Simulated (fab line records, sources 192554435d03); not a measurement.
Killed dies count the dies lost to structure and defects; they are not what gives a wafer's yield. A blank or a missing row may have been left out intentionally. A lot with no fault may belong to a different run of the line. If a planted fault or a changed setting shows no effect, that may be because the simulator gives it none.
fab line records	flow n5-finfet
record lots=9	wafers=24	last-day=17
route steps=1938 shown BEOL_M0_SAQP@666 BEOL_M4@1111 PASSIVATION@1936
lots that met no fault: from a run of the same line without faults
start-h: the number of hours between the record's first day and the start of the first shown wafer of the lot	wait-h: time in hours since the lot's previous step	" identical to the entry in the row above	L1.1+2: one row covering several wafers at once	- no value, or no start was given	* or withheld: withheld	< > ~ a bound
route shown NAME@n: NAME is a module with steps in the file, n the number in the route of the first one	usual: the fault-free wafers' mean and standard deviation	same: alike in all rows	chamber/n: place in a boat	sites: each site's reading	_std_site: standard deviation across them	_edge_site: mean of outer sites minus mean of inner sites	radius-mm: how far each site lies from the wafer's centre	mask NAME#n: copy n	behind: the tool/chamber that last shaped the wafer	hold: cause of the lot's hold/its duration in hours/its outcome	device: the transistor (n, p or np) that didn't switch	end of line: the same wafers' tests at the end of the route	a step given without rows: its recipe and nothing more	killed: the dies lost at the first sort to structure and to defects; this is not the yield of the wafer	map: a wafer's dies, marking killed ones x, the rest . and places with no die _
set.NAME: setting as actually run; set.NAME@STEP: the setting as run at that earlier step	model.NAME: the simulator's own value behind a step, which no gauge read
a sample of lots followed through the steps of the route, with each step as a table and each wafer as a row
services: when a tool's chamber went out of use (start-h, in hours from the record's first day, below 0 if earlier), for how many hours, and the reason
## steps
# step N5_BEOL_M0_SAQP_CD_MEAS_25
# recipe target-cd-nm=13.1	landing-energy-ev=1000	detector=se-inlens
# usual cd-nm=12.83/0.22
lot.wafer	tool	chamber	start-h	wait-h	cd-nm
L938.3	cd-sem-02	0	117.20	0.1	12.77
L938.5	"	0	"	"	13.28
L938.6	"	0	"	"	12.72
L941.1	cd-sem-03	0	131.58	0.1	13.16
L941.2	"	0	"	"	12.62
L941.3	"	0	"	"	13.06
L945.4	cd-sem-03	0	171.93	0.1	12.89
L945.5	"	0	"	"	12.85
L946.4	cd-sem-03	0	177.89	0.0	12.85
L946.5	"	0	"	"	12.66
L950.2	cd-sem-01	0	199.96	0.1	12.71
L950.4	"	0	"	"	13.15
L957.2	cd-sem-03	0	235.59	0.1	12.54
L957.3	"	0	"	"	12.81
L957.5	"	0	"	"	12.76
L958.2	cd-sem-03	0	240.38	0.1	12.40
L958.4	"	0	"	"	12.66
L958.6	"	0	"	"	12.77
L959.1	cd-sem-02	0	249.71	0.1	12.96
L959.2	"	0	"	"	12.53
L959.6	"	0	"	"	13.00
L960.1	cd-sem-01	0	252.58	0.1	12.82
L960.2	"	0	"	"	12.72
L960.4	"	0	"	"	12.50
# step N5_BEOL_M0_SAQP_ETCH_102
# recipe chemistry=CF4	target=SiO2	target-depth-a=40	ion-energy-ev=350	time-s=4.4	pressure-mtorr=10	icp-w=800	bias-w=400	cf4-flow-sccm=80
# usual chamber-pressure-mTorr=10.000/0.0096	drypump-motor-current-A=5.8/0.32	oes-product-au=1.000/0.019	rf-fwd-power-W=789/3.5	throttle-valve-pct=21.86/0.11
lot.wafer	tool	chamber	start-h	wait-h	chamber-pressure-mTorr	drypump-motor-current-A	oes-product-au	rf-fwd-power-W	rf-hours-counter-h	throttle-valve-pct
L938.3	rie-si-05	0	117.50	0.1	10.001	5.9	0.983	793	125	21.92
L938.5	"	3	"	"	10.002	5.7	0.981	785	-	21.86
L938.6	"	0	"	"	10.002	5.9	0.980	791	-	21.95
L941.1	rie-si-05	1	131.72	0.1	10.001	5.3	1.017	787	151	21.77
L941.2	"	2	"	"	10.013	5.5	0.995	791	127	21.73
L941.3	"	0	"	"	10.014	6.0	0.984	793	126	21.94
L945.4	rie-si-05	0	172.07	0.1	9.997	6.0	0.997	788	126	21.95
L945.5	"	2	"	"	9.998	5.5	1.452	792	-	21.89
L946.4	rie-si-05	0	178.05	0.1	9.997	5.9	0.997	791	126	21.94
L946.5	"	3	"	"	9.990	5.6	1.434	780	-	22.01
L950.2	rie-si-05	0	200.11	0.1	10.007	5.9	1.433	790	127	22.09
L950.4	"	2	"	"	9.997	5.5	0.997	793	-	21.74
L957.2	rie-si-04	2	235.73	0.1	9.984	5.3	1.010	789	158	21.85
L957.3	"	3	"	"	10.001	6.0	0.976	785	56	21.85
L957.5	"	1	"	"	9.984	6.2	1.000	787	-	22.09
L958.2	rie-si-04	1	240.52	0.1	9.990	6.1	0.993	793	85	22.11
L958.4	"	3	"	"	10.012	6.0	0.976	785	56	21.86
L958.6	"	2	"	"	10.001	5.4	1.021	789	-	21.84
L959.1	rie-si-05	3	249.97	0.1	9.990	5.6	1.028	784	1	21.78
L959.2	"	2	"	"	9.985	5.5	0.994	794	129	21.74
L959.6	"	0	"	"	10.004	6.0	1.001	784	-	21.94
L960.1	rie-si-01	2	252.81	0.1	9.995	5.4	0.977	792	161	22.01
L960.2	"	1	"	"	9.998	6.2	1.001	789	182	21.95
L960.4	"	3	"	"	9.982	6.0	0.972	790	103	21.62
# step N5_BEOL_M0_SAQP_MANDREL_ETCH_103
# recipe chemistry=HBr/Cl2	target=a-Si	target-depth-a=450	bt-time-s=10	stop-on=SiCN	mask-material=SiO2	over-etch-frac=0.8	time-s=27	pressure-mtorr=10	icp-w=800	bias-w=75	HBr_flow_sccm=150	Cl2_flow_sccm=80	ends=end-point
# usual chamber-pressure-mTorr=10.000/0.0084	drypump-motor-current-A=5.8/0.32	oes-product-au=0.683/0.015	rf-fwd-power-W=793.6/2.6	throttle-valve-pct=35.50/0.16
# same bt-time-s=10
lot.wafer	tool	chamber	start-h	wait-h	chamber-pressure-mTorr	drypump-motor-current-A	oes-product-au	rf-fwd-power-W	rf-hours-counter-h	throttle-valve-pct
L938.3	rie-si-05	0	117.54	0.0	10.007	5.9	0.686	794.2	125	35.57
L938.5	"	3	"	"	9.995	5.6	0.672	792.3	-	35.40
L938.6	"	0	"	"	9.992	6.0	0.680	790.6	-	35.55
L941.1	rie-si-05	1	131.75	0.0	9.986	5.3	0.712	790.6	151	35.32
L941.2	"	2	"	"	10.011	5.5	0.685	797.7	127	35.29
L941.3	"	0	"	"	9.996	5.9	0.671	792.1	126	35.55
L945.4	rie-si-05	0	172.10	0.0	9.997	6.0	0.685	796.5	126	35.56
L945.5	"	2	"	"	9.999	5.5	0.686	796.2	-	35.27
L946.4	rie-si-05	0	178.08	0.0	10.000	6.0	0.681	799.8	126	35.56
L946.5	"	3	"	"	9.994	5.6	0.670	795.3	-	35.39
L950.2	rie-si-05	0	200.14	0.0	10.018	6.0	0.673	796.6	127	35.55
L950.4	"	2	"	"	9.985	5.5	0.687	793.2	-	35.30
L957.2	rie-si-04	2	235.76	0.0	10.001	5.3	0.695	791.8	158	35.50
L957.3	"	3	"	"	9.983	5.9	0.662	790.0	56	35.70
L957.5	"	1	"	"	10.001	6.2	0.699	786.7	-	35.81
L958.2	rie-si-04	1	240.55	0.0	10.001	6.2	0.689	791.7	85	35.82
L958.4	"	3	"	"	10.003	5.9	0.676	791.2	56	35.65
L958.6	"	2	"	"	9.998	5.4	0.696	794.0	-	35.48
L959.1	rie-si-05	3	250.00	0.0	10.004	5.6	0.701	791.7	1	35.37
L959.2	"	2	"	"	9.996	5.5	0.693	797.7	129	35.27
L959.6	"	0	"	"	9.995	6.0	0.681	793.7	-	35.55
L960.1	rie-si-01	2	252.84	0.0	9.995	5.4	0.651	795.9	161	35.78
L960.2	"	1	"	"	10.013	6.2	0.680	795.3	182	35.48
L960.4	"	3	"	"	9.992	6.0	0.653	797.2	103	35.28
# step N5_BEOL_M0_SAQP_STRIP_108
# recipe chemistry=N2/H2	power-w=500	temp-c=40	pressure-mtorr=50	rf-frequency-hz=6e+07	overash-fraction=0.3	bias-power-w=28	h2-frac=0.5	n2-flow-sccm=300	h2-flow-sccm=300
# usual chamber-pressure-mTorr=50.01/0.048	drypump-motor-current-A=5.8/0.43	oes-product-au=0.79/0.087	rf-fwd-power-W=490.8/3	rf-vpp-V=121.7/1.1	showerhead-plenum-p-Torr=3.36/0.11	throttle-valve-pct=19.1/0.38
lot.wafer	tool	chamber	start-h	wait-h	chamber-pressure-mTorr	drypump-motor-current-A	oes-product-au	rf-fwd-power-W	rf-hours-counter-h	rf-vpp-V	showerhead-plenum-p-Torr	throttle-valve-pct
L938.3	rie-diel-05	2	118.16	0.0	49.99	5.4	0.75	495.7	157	123.0	3.36	19.5
L938.5	"	3	"	"	49.97	5.7	0.69	493.9	-	120.4	3.18	19.5
L938.6	"	2	"	"	49.97	5.4	0.75	495.1	-	121.7	3.36	19.5
L941.1	rie-diel-05	3	132.38	0.0	49.98	5.7	0.69	492.2	236	119.9	3.18	19.5
L941.2	"	1	"	"	49.98	5.8	0.75	492.6	162	122.9	3.49	19.5
L941.3	"	0	"	"	50.04	5.7	0.70	487.0	244	120.6	3.31	19.1
L945.4	rie-diel-06	1	172.73	0.0	50.03	5.6	0.74	487.9	178	121.5	3.22	19.2
L945.5	"	0	"	"	50.00	5.7	0.86	487.6	-	120.8	3.43	18.8
L946.4	rie-diel-06	0	178.72	0.0	50.00	5.7	0.86	489.6	42	123.5	3.42	18.8
L946.5	"	2	"	"	50.00	6.5	0.77	490.2	-	122.1	3.35	18.6
L950.2	rie-diel-02	1	200.84	0.0	50.05	5.6	0.74	493.5	167	121.8	3.50	19.5
L950.4	"	1	"	"	49.95	5.6	0.74	491.7	-	121.6	3.49	19.5
L957.2	rie-diel-06	0	236.39	0.0	50.04	5.7	0.83	488.1	58	122.2	3.42	18.8
L957.3	"	1	"	"	50.04	5.5	0.73	486.3	198	121.2	3.21	19.2
L957.5	"	2	"	"	49.98	6.5	0.75	494.7	-	122.6	3.34	18.7
L958.2	rie-diel-02	2	241.23	0.0	50.04	5.1	0.79	489.9	95	120.1	3.26	18.5
L958.4	"	3	"	"	49.88	6.6	0.89	496.6	31	123.4	3.42	18.4
L958.6	"	2	"	"	50.03	5.1	0.79	491.6	-	121.5	3.26	18.5
L959.1	rie-diel-06	1	250.63	0.0	49.96	5.5	0.72	485.3	201	119.9	3.20	19.2
L959.2	"	2	"	"	49.94	6.5	0.75	489.7	171	123.0	3.34	18.7
L959.6	"	3	"	"	49.95	6.6	0.81	490.7	-	121.7	3.26	18.7
L960.1	rie-diel-06	0	253.48	0.0	49.96	5.7	0.82	484.6	63	122.8	3.41	18.8
L960.2	"	3	"	"	49.93	6.6	0.81	491.3	100	121.3	3.26	18.7
L960.4	"	2	"	"	50.02	6.5	0.75	490.5	172	121.8	3.34	18.7
# step N5_BEOL_M4_RC_MEAS_101
# usual DIBL_N=36.3/1.2	DIBL_P=36.7/1.5	IOFF_N=0.164/0.02	IOFF_P=0.214/0.024	ION_N=673/8.5	ION_P=461/5.9	SS_N=71.6/0.44	SS_P=73.3/0.55	VT_N=249.4/2.4	VT_P=-250.0/2.3
lot.wafer	tool	chamber	start-h	wait-h	DIBL_N[mV/V]	DIBL_P[mV/V]	IOFF_N[nA/um]	IOFF_P[nA/um]	ION_N[uA/um]	ION_P[uA/um]	SS_N[mV/dec]	SS_P[mV/dec]	VT_N[mV]	VT_P[mV]
L938.3	prober-02	0	172.04	0.3	36.6	35.3	0.157	0.211	666	463	71.3	72.8	249.4	-248.3
L938.5	"	0	"	"	36.5	34.2	0.150	0.201	667	459	72.1	73.1	252.6	-251.7
L938.6	"	0	"	"	37.0	35.8	0.172	0.227	672	464	71.7	73.0	248.8	-248.0
L941.1	prober-01	0	188.99	0.0	36.0	36.0	0.149	0.187	658	446	71.7	73.1	253.4	-250.9
L941.2	"	0	"	"	36.0	35.6	0.144	0.178	661	452	71.4	73.0	253.4	-251.6
L941.3	"	0	"	"	36.9	37.8	0.173	0.210	673	458	72.4	73.6	250.8	-251.3
L946.4	prober-01	0	232.70	0.5	36.3	37.4	0.160	0.228	664	460	71.9	73.2	248.9	-250.0
L946.5	"	0	"	"	36.5	37.6	0.159	0.227	676	464	71.7	73.7	250.6	-249.4
L945.4	prober-01	0	234.17	0.5	35.7	37.2	0.164	0.210	677	464	72.1	73.6	248.6	-251.2
L945.5	"	0	"	"	37.2	39.5	0.199	0.248	689	465	72.6	75.0	244.6	-247.5
L950.2	prober-02	0	254.19	0.2	36.5	37.6	0.160	0.190	662	452	71.1	73.3	250.8	-252.2
L950.4	"	0	"	"	38.2	39.6	0.188	0.213	659	452	72.3	73.2	244.9	-249.8
L957.2	prober-02	0	286.32	0.2	38.6	37.3	0.201	0.240	679	465	71.2	73.5	245.6	-246.5
L957.3	"	0	"	"	36.9	36.2	0.162	0.213	664	454	70.9	73.0	249.2	-248.0
L957.5	"	0	"	"	39.0	37.4	0.196	0.229	666	460	71.8	73.7	246.6	-249.1
L958.2	prober-01	0	300.19	0.2	36.0	36.4	0.163	0.219	675	461	71.3	73.2	246.9	-248.3
L958.4	"	0	"	"	37.5	38.9	0.194	0.256	671	460	71.9	73.7	245.0	-248.7
L958.6	"	0	"	"	36.9	38.2	0.180	0.244	674	465	71.4	73.9	247.3	-248.9
L959.1	prober-02	0	302.79	0.0	38.4	38.8	0.186	0.236	677	466	71.4	73.5	249.3	-249.4
L959.2	"	0	"	"	39.1	39.1	0.205	0.240	685	467	72.2	73.5	246.7	-248.1
L959.6	"	0	"	"	37.7	37.5	0.175	0.207	684	463	71.6	72.5	248.6	-252.9
L960.1	prober-02	0	307.18	0.0	36.3	38.1	0.159	0.214	680	465	71.2	73.8	251.0	-251.5
L960.2	"	0	"	"	36.1	38.3	0.160	0.214	672	465	71.2	73.3	251.5	-250.7
L960.4	"	0	"	"	38.6	40.1	0.200	0.258	682	469	72.3	74.7	247.2	-249.7
# step N5_PASSIVATION_PROBE_49
# usual defect-limited-yield=91.2/1.5	killed_at_M0_to_M3=35/11	killed_at_M4_up=13/5.6	killed-at-contacts=13/6.3	killed-at-front-end=38/12	killed-at-other=3.7/2.9	killed-dies=104/18	killed-open=69/13	killed-short=34/8.3	sort_bin_5_function=5.2/0.95	sort_bin_6_memory=3.3/0.68	sort-n-pass=1076/18	sort-yield-pct=91.2/1.5
# same gross-dies=1180	killed-at-back-side=0	sort_bin_4_leakage[%]=0	sort_bin_8_speed[%]=0
lot.wafer	tool	chamber	start-h	wait-h	defect-limited-yield[%]	killed_at_M0_to_M3	killed_at_M4_up	killed-at-contacts	killed-at-front-end	killed-at-other	killed-dies	killed-open	killed-short	sort_bin_5_function[%]	sort_bin_6_memory[%]	sort-n-pass	sort-yield-pct[%]
L941.1	prober-01	-	283.56	0.0	92.2	35	15	9	30	3	92	56	35	4.5	3.0	1088	92.2
L941.2	prober-01	-	283.61	0.1	90.7	32	24	13	34	7	110	80	30	5.8	3.0	1070	90.7
L941.3	prober-01	-	283.66	0.1	90.6	23	29	14	38	7	111	84	27	5.8	3.1	1069	90.6
L938.3	prober-01	-	286.11	0.1	91.9	36	13	18	29	0	96	64	29	4.8	3.1	1084	91.9
L938.5	prober-01	-	286.21	0.2	91.0	48	13	17	24	4	106	73	33	5.4	3.0	1074	91.0
L938.6	prober-01	-	286.26	0.3	91.1	42	21	11	25	6	105	78	23	5.4	3.2	1075	91.1
L945.4	prober-01	-	333.71	0.2	89.5	39	10	24	43	8	124	85	39	5.8	4.5	1056	89.5
L945.5	prober-01	-	333.76	0.2	91.6	23	18	14	40	4	99	68	29	4.7	3.5	1081	91.6
L946.4	prober-01	-	338.29	0.3	90.7	43	14	14	37	2	110	74	34	5.3	3.6	1070	90.7
L946.5	prober-01	-	338.34	0.4	92.0	33	4	9	46	2	94	56	37	4.1	3.6	1086	92.0
L950.2	prober-01	-	359.80	0.1	89.9	50	17	10	41	1	119	73	45	5.6	4.0	1061	89.9
L950.4	prober-01	-	359.90	0.2	91.0	32	10	13	47	4	106	70	36	5.2	3.6	1074	91.0
L957.2	prober-02	-	397.98	0.6	88.6	45	9	15	64	1	134	74	60	7.4	3.5	1046	88.6
L957.3	prober-02	-	398.03	0.7	90.4	33	7	11	62	0	113	69	43	5.2	3.8	1067	90.4
L957.5	prober-02	-	398.13	0.8	91.6	31	11	12	42	3	99	63	36	5.6	2.5	1081	91.6
L958.2	prober-01	-	409.89	0.1	89.3	46	11	18	49	2	126	90	32	6.4	3.6	1054	89.3
L958.4	prober-01	-	409.99	0.2	91.1	37	12	13	37	6	105	68	33	5.6	3.2	1075	91.1
L958.6	prober-01	-	410.09	0.3	91.7	25	14	14	43	2	98	66	30	4.7	3.0	1082	91.7
L959.1	prober-02	-	410.79	0.0	92.5	26	13	4	45	0	88	63	25	4.1	3.1	1092	92.5
L959.2	prober-02	-	410.84	0.1	90.3	38	15	11	49	2	115	57	57	4.7	4.3	1065	90.3
L959.6	prober-02	-	411.04	0.3	91.0	32	16	6	47	5	106	75	30	4.4	4.1	1074	91.0
L960.1	prober-01	-	411.86	0.0	92.0	20	18	17	34	5	94	62	32	4.3	3.3	1086	92.0
L960.2	prober-01	-	411.91	0.1	91.5	28	15	15	39	3	100	68	31	4.7	3.4	1080	91.5
L960.4	prober-01	-	412.01	0.2	92.3	18	15	17	32	9	91	63	28	4.7	2.8	1089	92.3
# killed by level:class
L941.1 BEOL_M3:geometric-particle:open=9 BEOL_M4:geometric-particle:open=9 GATE_CUT:geometric-particle:short=6 MOL_CONTACT_COAG:geometric-particle:open=6 STI_FIN_REVEAL:geometric-particle:open=5 BEOL_M0_SAQP:geometric-particle:short=5 BEOL_M2:geometric-particle:open=5 FIN_SAQP:geometric-particle:open=4
L941.2 BEOL_M4:geometric-particle:open=12 MOL_CONTACT_COAG:geometric-particle:open=11 BEOL_M2:geometric-particle:open=11 STI_FIN_REVEAL:geometric-particle:open=10 FIN_SAQP:geometric-particle:open=9 BEOL_M3:geometric-particle:open=5 FIN_SAQP:geometric-particle:short=4 BEOL_M0:geometric-particle:open=4
L941.3 STI_FIN_REVEAL:geometric-particle:open=15 MOL_CONTACT_COAG:geometric-particle:open=11 BEOL_M4:geometric-particle:open=11 BEOL_M1:geometric-particle:open=7 BEOL_M3:geometric-particle:open=7 BEOL_M5:geometric-particle:open=5 STI_FIN_REVEAL:geometric-particle:short=4 ILD0:geometric-particle:open=4
L938.3 MOL_CONTACT_COAG:geometric-particle:open=14 BEOL_M1:geometric-particle:open=10 BEOL_M0_SAQP:geometric-particle:open=9 FIN_SAQP:geometric-particle:short=6 BEOL_M4:geometric-particle:open=6 DUMMY_GATE:geometric-particle:open=5 BEOL_M0_SAQP:geometric-particle:short=5 STARTING-WAFER:geometric-particle:open=4
L938.5 BEOL_M0_SAQP:geometric-particle:open=15 MOL_CONTACT_COAG:geometric-particle:open=13 BEOL_M1:geometric-particle:open=12 BEOL_M0_SAQP:geometric-particle:short=6 STI_FIN_REVEAL:geometric-particle:open=5 BEOL_M3:geometric-particle:open=5 MOL_CONTACT_COAG:geometric-particle:short=4 FIN_SAQP:geometric-particle:open=3
L938.6 BEOL_M1:geometric-particle:open=15 BEOL_M4:geometric-particle:open=10 MOL_CONTACT_COAG:geometric-particle:open=9 BEOL_M0_SAQP:geometric-particle:open=7 STI_FIN_REVEAL:geometric-particle:open=5 BEOL_M8:geometric-particle:open=5 FIN_SAQP:geometric-particle:short=4 BEOL_M3:geometric-particle:open=4
L945.4 MOL_CONTACT_COAG:geometric-particle:open=19 BEOL_M0_SAQP:geometric-particle:open=14 FIN_SAQP:geometric-particle:open=13 BEOL_M0_SAQP:geometric-particle:short=11 DUMMY_GATE:geometric-particle:open=9 BEOL_M1:geometric-particle:open=9 FIN_SAQP:geometric-particle:short=6 MOL_CONTACT_COAG:geometric-particle:short=5
L945.5 FIN_SAQP:geometric-particle:open=12 MOL_CONTACT_COAG:geometric-particle:open=11 FIN_SAQP:geometric-particle:short=7 DUMMY_GATE:geometric-particle:open=7 BEOL_M3:geometric-particle:open=6 BEOL_M4:geometric-particle:open=6 BEOL_M0_SAQP:geometric-particle:short=5 BEOL_M1:geometric-particle:open=5
L946.4 BEOL_M2:geometric-particle:open=14 MOL_CONTACT_COAG:geometric-particle:open=13 STI_FIN_REVEAL:geometric-particle:open=10 GATE_CUT:geometric-particle:open=6 BEOL_M1:geometric-particle:open=6 BEOL_M0_SAQP:geometric-particle:open=6 GATE_CUT:geometric-particle:short=5 BEOL_M0_SAQP:geometric-particle:short=5
L946.5 STI_FIN_REVEAL:geometric-particle:open=10 FIN_SAQP:geometric-particle:open=9 FIN_SAQP:geometric-particle:short=9 BEOL_M2:geometric-particle:open=8 STI_FIN_REVEAL:geometric-particle:short=5 BEOL_M0:geometric-particle:open=5 MOL_CONTACT_COAG:geometric-particle:open=5 BEOL_M1:geometric-particle:open=5
L950.2 STI_FIN_REVEAL:geometric-particle:open=12 BEOL_M2:geometric-particle:open=10 BEOL_M0_SAQP:geometric-particle:open=10 BEOL_M1:geometric-particle:open=9 BEOL_M4:geometric-particle:open=9 STI_FIN_REVEAL:geometric-particle:short=8 BEOL_M0_SAQP:geometric-particle:short=8 MOL_CONTACT_COAG:geometric-particle:short=5
L950.4 STI_FIN_REVEAL:geometric-particle:open=19 BEOL_M1:geometric-particle:open=10 MOL_CONTACT_COAG:geometric-particle:open=10 BEOL_M3:geometric-particle:open=8 FIN_SAQP:geometric-particle:open=6 FIN_SAQP:geometric-particle:short=6 BEOL_M0_SAQP:geometric-particle:open=4 BEOL_M5:geometric-particle:short=4
L957.2 FIN_SAQP:geometric-particle:short=18 FIN_SAQP:geometric-particle:open=15 BEOL_M0_SAQP:geometric-particle:short=13 STI_FIN_REVEAL:geometric-particle:open=12 MOL_CONTACT_COAG:geometric-particle:open=12 BEOL_M0_SAQP:geometric-particle:open=11 BEOL_M0:geometric-particle:short=8 BEOL_M4:geometric-particle:open=7
L957.3 FIN_SAQP:geometric-particle:short=20 FIN_SAQP:geometric-particle:open=18 STI_FIN_REVEAL:geometric-particle:open=14 BEOL_M0_SAQP:geometric-particle:short=12 MOL_CONTACT_COAG:geometric-particle:open=9 BEOL_M0_SAQP:geometric-particle:open=9 BEOL_M3:geometric-particle:open=4 GATE_CUT:geometric-particle:open=3
L957.5 STI_FIN_REVEAL:geometric-particle:open=13 MOL_CONTACT_COAG:geometric-particle:open=12 BEOL_M0_SAQP:geometric-particle:short=9 FIN_SAQP:geometric-particle:short=7 BEOL_M0_SAQP:geometric-particle:open=7 BEOL_M4:geometric-particle:open=6 BEOL_M2:geometric-particle:open=5 FIN_SAQP:geometric-particle:open=4
L958.2 MOL_CONTACT_COAG:geometric-particle:open=14 FIN_SAQP:geometric-particle:open=11 BEOL_M0_SAQP:geometric-particle:open=11 STI_FIN_REVEAL:geometric-particle:open=10 BEOL_M0:geometric-particle:open=7 BEOL_M2:geometric-particle:open=7 BEOL_M0_SAQP:geometric-particle:short=6 DUMMY_GATE:geometric-particle:open=5
L958.4 MOL_CONTACT_COAG:geometric-particle:open=12 FIN_SAQP:geometric-particle:open=9 BEOL_M0_SAQP:geometric-particle:open=9 FIN_SAQP:geometric-particle:short=8 BEOL_M3:geometric-particle:open=6 BEOL_M0_SAQP:geometric-particle:short=5 BEOL_M1:geometric-particle:open=5 STI_FIN_REVEAL:geometric-particle:open=4
L958.6 FIN_SAQP:geometric-particle:open=11 FIN_SAQP:geometric-particle:short=9 MOL_CONTACT_COAG:geometric-particle:open=9 STI_FIN_REVEAL:geometric-particle:open=8 BEOL_M1:geometric-particle:open=7 BEOL_M3:geometric-particle:open=6 GATE_CUT:geometric-particle:short=5 MOL_CONTACT_COAG:geometric-particle:short=5
L959.1 FIN_SAQP:geometric-particle:open=14 FIN_SAQP:geometric-particle:short=8 STI_FIN_REVEAL:geometric-particle:open=8 BEOL_M0_SAQP:geometric-particle:open=7 BEOL_M4:geometric-particle:open=7 BEOL_M3:geometric-particle:open=6 BEOL_M0_SAQP:geometric-particle:short=5 GATE_CUT:geometric-particle:short=4
L959.2 FIN_SAQP:geometric-particle:short=18 BEOL_M0_SAQP:geometric-particle:short=16 BEOL_M0_SAQP:geometric-particle:open=10 MOL_CONTACT_COAG:geometric-particle:open=8 FIN_SAQP:geometric-particle:open=7 STARTING-WAFER:geometric-particle:short=6 STI_FIN_REVEAL:geometric-particle:open=5 BEOL_M3:geometric-particle:open=4
L959.6 FIN_SAQP:geometric-particle:open=17 BEOL_M0_SAQP:geometric-particle:short=8 FIN_SAQP:geometric-particle:short=7 STI_FIN_REVEAL:geometric-particle:open=7 BEOL_M1:geometric-particle:open=7 BEOL_M4:geometric-particle:open=7 GATE_CUT:geometric-particle:short=6 MOL_CONTACT_COAG:geometric-particle:open=6
L960.1 STI_FIN_REVEAL:geometric-particle:open=15 MOL_CONTACT_COAG:geometric-particle:open=13 BEOL_M4:geometric-particle:open=6 GATE_CUT:geometric-particle:short=5 BEOL_M2:geometric-particle:open=5 MOL_CONTACT_COAG:geometric-particle:short=4 BEOL_M2:geometric-particle:short=4 BEOL_M3:geometric-particle:open=4
L960.2 FIN_SAQP:geometric-particle:short=17 BEOL_M2:geometric-particle:open=13 FIN_SAQP:geometric-particle:open=11 MOL_CONTACT_COAG:geometric-particle:open=10 BEOL_M0_SAQP:geometric-particle:open=6 BEOL_M4:geometric-particle:open=5 MOL_CONTACT_COAG:geometric-particle:short=4 BEOL_M0_SAQP:geometric-particle:short=4
L960.4 MOL_CONTACT_COAG:geometric-particle:open=15 BEOL_M2:geometric-particle:open=11 STI_FIN_REVEAL:geometric-particle:open=7 BEOL_M4:geometric-particle:open=7 FIN_SAQP:geometric-particle:short=6 FIN_SAQP:geometric-particle:open=6 GATE_CUT:geometric-particle:short=5 BEOL_M0_SAQP:geometric-particle:short=5
## services
tool	chamber	start-h	hours	kind
rie-diel-06	1	113.05	1.8	repair
rie-diel-02	2	113.09	5.5	repair
rie-diel-02	3	114.85	2.7	repair
rie-diel-02	0	118.74	-	clean
rie-diel-02	0	118.74	-	consumable-replace:focus-ring
rie-diel-05	0	134.07	5.7	repair
rie-diel-05	0	159.98	-	clean
rie-diel-05	0	159.98	-	consumable-replace:focus-ring
rie-diel-05	0	159.98	15.6	scheduled-down
rie-diel-05	0	159.98	15.6	vent-cycle
rie-si-01	2	174.11	15.4	repair
rie-diel-05	3	175.58	-	clean
rie-diel-05	3	175.58	-	consumable-replace:focus-ring
rie-diel-05	3	175.58	-	consumable-replace:showerhead
rie-diel-05	3	175.58	22.7	scheduled-down
rie-diel-05	3	175.58	22.7	vent-cycle
rie-si-05	3	185.26	-	clean
rie-si-05	3	185.26	18.1	scheduled-down
rie-si-05	3	185.26	18.1	vent-cycle
rie-diel-02	2	187.47	42.2	repair
rie-si-01	-	196.32	2.8	pm
rie-diel-05	-	197.43	0.5	repair
rie-si-01	3	228.90	4.3	repair
rie-si-04	1	241.79	3.2	repair
## key
first-sign step=N5_BEOL_M0_SAQP_ETCH_102	reading=oes-product-au	direction=up	sigmas=24	usual=1.000	struck=1.439
effect none on later readings
met-at N5_BEOL_M0_SAQP_ETCH_102
struck-lots L945,L946,L950
struck-wafers L945.5,L946.5,L950.2
not-acting-at N5_BEOL_M0_SAQP_CD_MEAS_25,N5_BEOL_M0_SAQP_MANDREL_ETCH_103,N5_BEOL_M0_SAQP_STRIP_108
onset-between 131.72 172.07
fault kind=process-parameter-drift	tool=rie-si-05	chamber=-	onset-h=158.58	steps=N5_BEOL_M0_SAQP_ETCH_102	channel=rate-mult	offset=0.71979	shape=step	end-h=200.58	scope=struck-wafers-only
